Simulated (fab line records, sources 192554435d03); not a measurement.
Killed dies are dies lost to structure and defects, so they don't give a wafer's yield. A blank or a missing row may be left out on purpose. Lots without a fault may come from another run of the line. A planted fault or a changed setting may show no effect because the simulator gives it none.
Chamber matching | flow n5_finfet | N5_BEOL_M7_DESCUM_33 on rie_diel-01: 4 sister chambers
The step chemistry O2, time 7 s. 8 wafers are shown with their chamber, then 7 later ones without.

WAFERS WITH THEIR CHAMBER
wafer  | chamber | drypump_motor_current_A (A) | showerhead_plenum_p_Torr (Torr)
L079.1 | 0       | 5.2                         | 2.09
L080.1 | 0       | 5.2                         | 2.09
L081.6 | 2       | 6.0                         | 2.09
L088.1 | 3       | 5.9                         | 2.00
L088.3 | 1       | 4.9                         | 2.14
L088.4 | 2       | 6.0                         | 2.08
L090.1 | 3       | 5.9                         | 2.00
L090.3 | 1       | 4.8                         | 2.14

WAFERS WITHOUT THEIR CHAMBER
wafer  | drypump_motor_current_A (A) | showerhead_plenum_p_Torr (Torr)
L090.5 | 4.9                         | 2.14
L091.3 | 4.8                         | 2.14
L091.5 | 6.0                         | 2.08
L091.6 | 5.2                         | 2.08
L097.1 | 5.9                         | 2.00
L097.3 | 5.2                         | 2.08
L097.6 | 6.0                         | 2.08

WHICH CHAMBER EACH WENT THROUGH
wafer  | from the rows above | in truth
L090.5 | 1                   | 1
L091.3 | 1                   | 1
L091.5 | 2                   | 2
L091.6 | 0                   | 0
L097.1 | 3                   | 3
L097.3 | 0                   | 0
L097.6 | 2                   | 2
Placed correctly: 7 of 7. Can't be placed from these rows: 0. Placed wrongly: 0.
How it was worked out, from the rows above alone: a wafer's distance from a chamber is the root of the sum, over the readings, of the square of ((its reading less the chamber's mean) divided by the reading's scatter). The wafer belongs to the nearest chamber; if the next one is less than 2 further off, it can't be placed. A chamber's mean is the mean of its shown wafers. The scatter: the root of (the sum of the squares of (reading less its chamber's mean) over the shown wafers, divided by (wafers less chambers)).
